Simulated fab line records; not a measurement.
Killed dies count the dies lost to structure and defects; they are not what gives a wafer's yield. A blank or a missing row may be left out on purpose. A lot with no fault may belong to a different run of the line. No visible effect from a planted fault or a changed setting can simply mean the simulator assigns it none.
fab line records	flow n5_finfet
record: lots: 6	wafers: 17	last_day: 17
route steps=1938 shown BEOL_M14@1750
lots that met no fault: taken from a fault-free run of the same line
start_h: the number of hours between the record's first day and the start of the first shown wafer of the lot	wait_h: hours since the lot's step before	" identical to the entry in the row above	L1.1+2: a row that stands for several wafers	- no value, or no start was given	* or withheld: withheld	< > ~ a bound
route shown NAME@n: names a module that has steps shown in the file, with the first one's number in the route	usual: the fault-free wafers' mean and standard deviation	same: alike in all rows	chamber/n: place in a boat	sites: readings site by site	_std_site: their standard deviation	_edge_site: mean of outer sites minus mean of inner sites	radius_mm: for every site, how far away it sits from the centre of the wafer	mask NAME#n: copy n	behind: the last tool/chamber to shape the wafer	hold: why the lot was held/for how many hours/how that ended	device: names the non-switching transistor (n, p or np)	end of line: the route-end tests of the same wafers	for a step that has no rows: nothing shown but its recipe	killed: dies that structure and defects cost at the first sort, which is not the same as the wafer's yield	map: a wafer's dies, x killed, . not, _ none there
set.NAME: the run value of the setting; set.NAME@STEP: its run value at that earlier step	model.NAME: the simulator's own value behind a step, which no gauge read
lots seen at some steps along the route; tables by step, rows by wafer
services: from which hour (start_h, from the record's first day; less than 0 if before it) a tool's chamber was out of use, for how many hours, and why
== steps ==
step: N5_BEOL_M14_ETCH_67
recipe: chemistry: CF4	target: SiARC	target_depth_a: 1430	time_s: 238.3	ion_energy_ev: 80	pressure_mtorr: 40	source_w: 545	bias_w: 36	Ar_flow_sccm: 100	cf4_flow_sccm: 100	ends: cleared
usual: drypump_motor_current_A: 5.9/0.41	etch_rf_on_time_s: 236/5.7	oes_product_au: 0.69/0.086	rf_vpp_V: 183.6/1.2	showerhead_plenum_p_Torr: 2.10/0.07	throttle_valve_pct: 15.55/0.21
lot.wafer	tool	chamber	start_h	wait_h	drypump_motor_current_A	etch_rf_on_time_s	oes_product_au	rf_hours_counter_h	rf_vpp_V	showerhead_plenum_p_Torr	throttle_valve_pct
L892.1	rie_diel-05	2	257.11	0.0	5.5	241	0.74	45	184.7	2.09	15.29
L892.4	"	1	"	"	5.1	234	0.59	245	185.8	2.19	15.93
L892.5	"	3	"	"	6.5	234	0.60	-	185.3	2.19	15.92
L899.2	rie_diel-03	0	300.97	0.0	6.3	230	0.82	20	182.9	2.10	15.42
L899.5	"	0	"	"	6.3	229	0.82	-	182.5	2.10	15.43
L901.1	rie_diel-03	1	307.51	0.0	6.3	238	0.63	166	183.9	2.13	15.68
L901.2	"	3	"	"	5.9	230	0.60	241	183.8	2.11	15.54
L901.6	"	1	"	"	6.3	235	0.63	-	183.2	2.13	15.69
L907.1	rie_diel-03	1	343.96	0.0	6.3	241	0.62	178	183.4	2.13	15.72
L907.2	"	2	"	"	5.5	226	0.78	47	182.9	2.09	15.30
L907.3	"	0	"	"	6.3	233	0.78	38	183.4	2.09	15.46
L905.2	rie_diel-05	1	344.35	0.0	5.1	228	0.80	22	185.3	2.17	15.50
L905.3	"	3	"	"	6.5	233	0.83	6	185.4	2.18	15.48
L905.6	"	2	"	"	5.5	242	0.70	-	184.4	2.08	15.36
L913.3	rie_diel-03	3	386.95	0.0	5.9	228	0.83	10	181.8	2.11	15.11
L913.5	"	0	"	"	6.3	233	0.76	-	184.1	2.09	15.49
L913.6	"	3	"	"	5.9	226	0.83	-	182.9	2.11	15.09
step: N5_BEOL_M14_ETCH_68
recipe: chemistry: N2/H2	target: SOC	mask_material: SiARC	source_w: 3000	bias_w: 350	temp_c: 40	time_s: 450	ion_energy_ev: 200	pressure_mtorr: 30	n2_flow_sccm: 200	h2_flow_sccm: 200
step: N5_BEOL_M14_STRIP_69
recipe: chemistry: N2/H2	temp_c: 40	n2_flow_sccm: 200	h2_flow_sccm: 200	rf_frequency_hz: 6e+07
step: N5_BEOL_M14_TRENCH_ETCH_34
recipe: chemistry: C4F8/O2/Ar	target: SiO2	target_depth_a: 5566.5	mask_material: SOC	he_inner_torr: 15	he_outer_torr: 30	time_s: 126.9	ion_energy_ev: 800	pressure_mtorr: 20	source_w: 1905	bias_w: 2040	Ar_flow_sccm: 400	C4F8_flow_sccm: 16	O2_flow_sccm: 12
usual: drypump_motor_current_A: 5.9/0.4	he_inner_torr: 15.00/0.031	oes_product_au: 0.81/0.1	rf_vpp_V: 2223/42	showerhead_plenum_p_Torr: 3.38/0.11	throttle_valve_pct: 30.84/0.21
lot.wafer	tool	chamber	start_h	wait_h	drypump_motor_current_A	he_inner_torr	oes_product_au	rf_hours_counter_h	rf_vpp_V	showerhead_plenum_p_Torr	throttle_valve_pct
L892.1	rie_diel-05	2	257.53	0.0	5.5	14.97	0.86	46	2271	3.36	30.64
L892.4	"	1	"	"	5.2	14.96	0.69	245	2230	3.53	31.10
L892.5	"	3	"	"	6.5	15.00	0.70	-	2244	3.54	31.23
L899.2	rie_diel-03	0	301.39	0.0	6.3	15.02	0.95	20	2198	3.35	30.59
L899.5	"	0	"	"	6.3	14.92	0.95	-	2200	3.35	30.57
L901.1	rie_diel-03	1	307.93	0.0	6.3	15.05	0.73	167	2168	3.45	31.09
L901.2	"	3	"	"	6.0	15.00	0.69	241	2170	3.40	30.65
L901.6	"	1	"	"	6.3	15.02	0.73	-	2166	3.45	31.10
L907.1	rie_diel-03	1	344.38	0.0	6.3	14.99	0.73	178	2166	3.44	31.11
L907.2	"	2	"	"	5.5	15.03	0.91	47	2173	3.36	30.65
L907.3	"	0	"	"	6.3	15.02	0.92	38	2198	3.34	30.60
L905.2	rie_diel-05	1	344.77	0.0	5.2	15.03	0.94	23	2226	3.51	31.01
L905.3	"	3	"	"	6.5	14.99	0.97	6	2243	3.52	31.03
L905.6	"	2	"	"	5.5	14.94	0.82	-	2272	3.34	30.66
L913.3	rie_diel-03	3	387.37	0.0	5.9	15.03	0.97	10	2170	3.39	30.50
L913.5	"	0	"	"	6.3	15.01	0.89	-	2199	3.34	30.59
L913.6	"	3	"	"	5.9	15.06	0.96	-	2168	3.39	30.52
step: N5_BEOL_M14_STRIP_70
recipe: chemistry: C4F8/O2/Ar	resist: SiARC	rf_frequency_hz: 6e+07
step: N5_BEOL_M14_OCD_MEAS_35
usual: trench_depth_nm: 562/13
lot.wafer	tool	chamber	start_h	wait_h	trench_depth_nm
L892.1	ocd-02	-	257.68	0.0	551
L892.4	"	-	"	"	567
L892.5	"	-	"	"	572
L899.2	ocd-01	-	301.55	0.0	570
L899.5	"	-	"	"	571
L901.1	ocd-01	-	308.08	0.0	552
L901.2	"	-	"	"	573
L901.6	"	-	"	"	551
L907.1	ocd-02	-	344.53	0.0	560
L907.2	"	-	"	"	584
L907.3	"	-	"	"	571
L905.2	ocd-02	-	344.92	0.0	584
L905.3	"	-	"	"	574
L905.6	"	-	"	"	545
L913.3	ocd-02	-	387.53	0.0	584
L913.5	"	-	"	"	564
L913.6	"	-	"	"	584
step: N5_BEOL_M14_STRIP_37
recipe: chemistry: O2	power_w: 600	temp_c: 60	pressure_mtorr: 30	rf_frequency_hz: 6e+07	bias_power_w: 0	overash_fraction: 0.3	o2_flow_sccm: 225
step: N5_BEOL_M14_ETCH_38
recipe: chemistry: CF4/N2	target: SiCN	target_depth_a: 1065	taper_deg: 2	time_s: 120.6	ion_energy_ev: 150	mask_material: SiO2	pressure_mtorr: 40	source_w: 430	bias_w: 70	Ar_flow_sccm: 100	cf4_flow_sccm: 60	n2_flow_sccm: 60
usual: drypump_motor_current_A: 5.9/0.42	oes_product_au: 0.82/0.11	rf_vpp_V: 381.5/1.9	showerhead_plenum_p_Torr: 2.17/0.072	throttle_valve_pct: 15.36/0.25
lot.wafer	tool	chamber	start_h	wait_h	drypump_motor_current_A	oes_product_au	rf_hours_counter_h	rf_vpp_V	showerhead_plenum_p_Torr	throttle_valve_pct
L892.1	rie_diel-03	0	-	-	6.3	1.00	6	381.4	2.16	15.18
L892.4	"	1	"	"	6.4	0.75	150	382.8	2.20	15.49
L892.5	"	3	"	"	5.9	0.71	-	382.7	2.19	15.37
L899.2	rie_diel-02	2	-	-	5.8	0.87	38	380.5	2.15	15.30
L899.5	"	2	"	"	5.7	0.86	-	381.4	2.15	15.29
L901.1	rie_diel-02	0	-	-	6.3	0.73	192	377.9	2.02	15.64
L901.2	"	2	"	"	5.7	0.86	39	382.1	2.15	15.30
L901.6	"	1	"	"	5.4	0.68	-	384.1	2.28	15.46
L907.1	rie_diel-03	2	-	-	5.5	0.89	49	380.7	2.15	15.11
L907.2	"	0	"	"	6.3	0.91	40	381.2	2.15	15.25
L907.3	"	1	"	"	6.3	0.72	180	381.8	2.19	15.54
L905.2	rie_diel-05	2	-	-	5.5	0.81	82	380.4	2.14	15.18
L905.3	"	0	"	"	5.8	0.93	29	383.5	2.25	15.00
L905.6	"	1	"	"	5.1	0.93	-	382.8	2.24	15.34
L913.3	rie_diel-02	0	-	-	6.3	0.70	223	378.1	2.01	15.72
L913.5	"	0	"	"	6.3	0.71	-	377.4	2.01	15.72
L913.6	"	2	"	"	5.8	0.82	-	379.8	2.14	15.37
step: N5_BEOL_M14_PRECLEAN_39
recipe: chemistry: residue_remover	time_s: 60	temp_c: 40
step: N5_BEOL_M14_SRD_40
recipe: time_s: 30	temp_c: 23	rinse_liquid: diw	dry: n2_spin	spin_rpm: 1500	dry_time_s: 30
step: N5_BEOL_M14_DEGAS_41
recipe: ambient: vacuum	temp_c: 300	time_s: 60
step: N5_BEOL_M14_PRE_CLEAN_42
recipe: gas: H2/He	time_s: 30	temp_c: 300
step: N5_BEOL_M14_SPUTTER_43
recipe: material: TaN	target_thk_a: 150	temp_c: 50	bias_v: 168.6	power_w: 15000	chamber_pressure_pa: 0.12	time_s: 24.19
usual: throttle_valve_pct: 29.9/1.2
lot.wafer	tool	chamber	start_h	wait_h	throttle_valve_pct	model.TaN_of_BEOL_M14_SPUTTER_43.thk_nm
L892.1	pvd_sputter-02	-	262.26	0.0	28.2	14.8
L892.4	"	-	"	"	31.3	14.8
L892.5	"	-	"	"	29.6	15
L899.2	pvd_sputter-01	-	306.50	0.0	28.0	19.6
L899.5	"	-	"	"	30.2	15.2
L901.1	pvd_sputter-01	-	310.18	0.0	31.8	15.2
L901.2	"	-	"	"	27.8	19.4
L901.6	"	-	"	"	29.8	19.4
L907.1	pvd_sputter-02	-	347.33	0.0	31.1	14.8
L907.2	"	-	"	"	30.8	15
L907.3	"	-	"	"	29.4	15
L905.2	pvd_sputter-03	-	347.69	0.0	28.2	15.2
L905.3	"	-	"	"	30.9	15.2
L905.6	"	-	"	"	30.7	15
L913.3	pvd_sputter-01	-	388.67	0.0	31.5	14.8
L913.5	"	-	"	"	30.4	14.8
L913.6	"	-	"	"	30.1	14.8
step: N5_BEOL_M14_SPUTTER_44
recipe: material: Ta	target_thk_a: 150	temp_c: 50	bias_v: 80	power_w: 15000	chamber_pressure_pa: 0.07	time_s: 24.19
usual: throttle_valve_pct: 29.9/1.2
lot.wafer	tool	chamber	start_h	wait_h	throttle_valve_pct
L892.1	pvd_sputter-02	-	262.34	0.0	28.4
L892.4	"	-	"	"	31.6
L892.5	"	-	"	"	29.5
L899.2	pvd_sputter-01	-	306.58	0.0	27.9
L899.5	"	-	"	"	30.3
L901.1	pvd_sputter-01	-	310.26	0.0	31.4
L901.2	"	-	"	"	27.9
L901.6	"	-	"	"	29.9
L907.1	pvd_sputter-02	-	347.41	0.0	31.2
L907.2	"	-	"	"	31.1
L907.3	"	-	"	"	29.6
L905.2	pvd_sputter-03	-	347.77	0.0	28.1
L905.3	"	-	"	"	31.1
L905.6	"	-	"	"	30.8
L913.3	pvd_sputter-01	-	388.75	0.0	31.6
L913.5	"	-	"	"	30.4
L913.6	"	-	"	"	29.6
step: N5_BEOL_M14_SPUTTER_45
recipe: material: Cu	target_thk_a: 1000	temp_c: -20	bias_v: 60	power_w: 26000	chamber_pressure_pa: 0.13	time_s: 16.67
usual: throttle_valve_pct: 29.9/1.2
lot.wafer	tool	chamber	start_h	wait_h	throttle_valve_pct
L892.1	pvd_sputter-02	-	262.42	0.0	28.4
L892.4	"	-	"	"	31.4
L892.5	"	-	"	"	29.6
L899.2	pvd_sputter-01	-	306.66	0.0	27.9
L899.5	"	-	"	"	30.2
L901.1	pvd_sputter-01	-	310.34	0.0	31.2
L901.2	"	-	"	"	27.6
L901.6	"	-	"	"	29.9
L907.1	pvd_sputter-02	-	347.49	0.0	31.1
L907.2	"	-	"	"	31.2
L907.3	"	-	"	"	29.5
L905.2	pvd_sputter-03	-	347.85	0.0	28.3
L905.3	"	-	"	"	31.0
L905.6	"	-	"	"	30.8
L913.3	pvd_sputter-01	-	388.83	0.0	31.2
L913.5	"	-	"	"	30.3
L913.6	"	-	"	"	29.9
step: N5_BEOL_M14_ECD_47
recipe: material: Cu	target_thk_a: 12480
step: N5_BEOL_M14_ANNEAL_48
recipe: temp_c: 225	time_s: 90	ambient: N2
step: N5_BEOL_M14_CMP_49
recipe: stop_on: SiO2	t_overpolish_s: 5.2	down_force_psi: 2	platen_rpm: 80	clearing_platen_down_force_psi: 2	clearing_platen_rpm: 80	post_cmp_clean: cu_alkaline	target_thk_nm: 560	clearing_platen_pad_velocity_m_s: 1.5917	pad_velocity_m_s: 1.5917
usual: barrier_field_endpoint_s: 11.31/0.27	clearing_platen_rpm: 80.00/0.043	motor_current_A: 8.2/0.65
lot.wafer	tool	chamber	start_h	wait_h	barrier_field_endpoint_s	clearing_platen_rpm	motor_current_A
L892.4	cmp-02	0	264.20	0.2	11.26	80.02	8.4
L892.1	"	2	"	"	11.13	80.04	7.5
L892.5	"	3	"	"	11.14	80.05	7.7
L899.2	cmp-01	3	307.34	0.3	13.16	80.00	7.9
L899.5	"	1	"	"	11.77	80.08	8.1
L901.2	cmp-01	2	311.00	0.2	13.14	79.94	8.5
L901.1	"	3	"	"	11.68	80.02	8.0
L901.6	"	2	"	"	12.78	80.00	8.5
L907.1	cmp-02	0	348.16	0.3	11.42	80.03	9.0
L907.2	"	1	"	"	11.05	80.03	7.8
L907.3	"	3	"	"	11.31	79.94	7.4
L905.3	cmp-02	1	348.45	0.2	11.19	80.00	8.5
L905.2	"	3	"	"	11.45	80.02	8.1
L905.6	"	2	"	"	11.08	79.98	7.8
L913.3	cmp-04	1	390.00	0.4	11.16	80.10	9.6
L913.5	"	2	"	"	11.55	79.99	9.3
L913.6	"	3	"	"	10.85	79.99	7.8
step: N5_BEOL_M14_THK_MEAS_50
recipe: thk_meas_gauge: xrf	reads: Cu_of_BEOL_M14_ECD_47
usual: M14_THK: 557/14
lot.wafer	tool	chamber	start_h	wait_h	M14_THK[nm]
L892.1	film_metro-02	-	264.46	-	546
L892.4	"	-	"	"	565
L892.5	"	-	"	"	568
L899.2	film_metro-01	-	307.56	-	556
L899.5	"	-	"	"	560
L901.1	film_metro-02	-	311.26	-	540
L901.2	"	-	"	"	554
L901.6	"	-	"	"	536
L907.1	film_metro-02	-	348.45	-	556
L907.2	"	-	"	"	579
L907.3	"	-	"	"	567
L905.2	film_metro-01	-	348.75	-	578
L905.3	"	-	"	"	570
L905.6	"	-	"	"	540
L913.3	film_metro-01	-	390.18	-	575
L913.5	"	-	"	"	557
L913.6	"	-	"	"	577
== services ==
tool	chamber	start_h	hours	kind
rie_diel-05	3	253.97	1.8	repair
pvd_sputter-03	-	254.06	7.5	repair
rie_diel-02	1	259.41	3.0	repair
rie_diel-02	0	272.35	6.4	repair
rie_diel-03	3	272.91	8.3	repair
cmp-04	-	273.88	2.7	repair
cmp-01	-	276.31	4.0	pm
rie_diel-03	2	308.08	2.5	repair
rie_diel-03	3	308.34	5.9	repair
cmp-02	-	311.34	5.7	pm
rie_diel-03	1	314.59	8.3	repair
rie_diel-05	2	335.38	4.5	repair
rie_diel-03	3	337.16	-	clean
rie_diel-03	3	337.16	-	consumable_replace:focus_ring
rie_diel-02	1	349.06	28.8	repair
pvd_sputter-01	-	351.60	5.5	repair
cmp-02	-	361.67	3.1	repair
rie_diel-03	1	370.41	3.2	repair
rie_diel-03	3	376.39	2.1	repair
cmp-04	-	377.73	5.4	pm
cmp-01	-	381.76	11.9	pm
rie_diel-03	0	382.97	3.4	repair
rie_diel-03	1	385.29	21.7	repair
rie_diel-05	1	385.92	10.7	repair
== key ==
first_sign: step: N5_BEOL_M14_CMP_49	reading: barrier_field_endpoint_s	direction: up	sigmas: 6.3	usual: 11.31	struck: 13.03
effect none on later readings
model_effect: step: N5_BEOL_M14_SPUTTER_43	value: TaN_of_BEOL_M14_SPUTTER_43.thk_nm	without: 14.87	struck: 19.47
met_at N5_BEOL_M14_SPUTTER_43
struck_wafers L899.2,L901.2,L901.6
fault: kind: process_parameter_drift	tool: pvd_sputter-01	chamber: -	onset_h: 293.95	steps: N5_BEOL_M14_SPUTTER_43	channel: time_s	offset: *	shape: step	end_h: 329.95	scope: struck_wafers_only	acts_in: *	stated: *
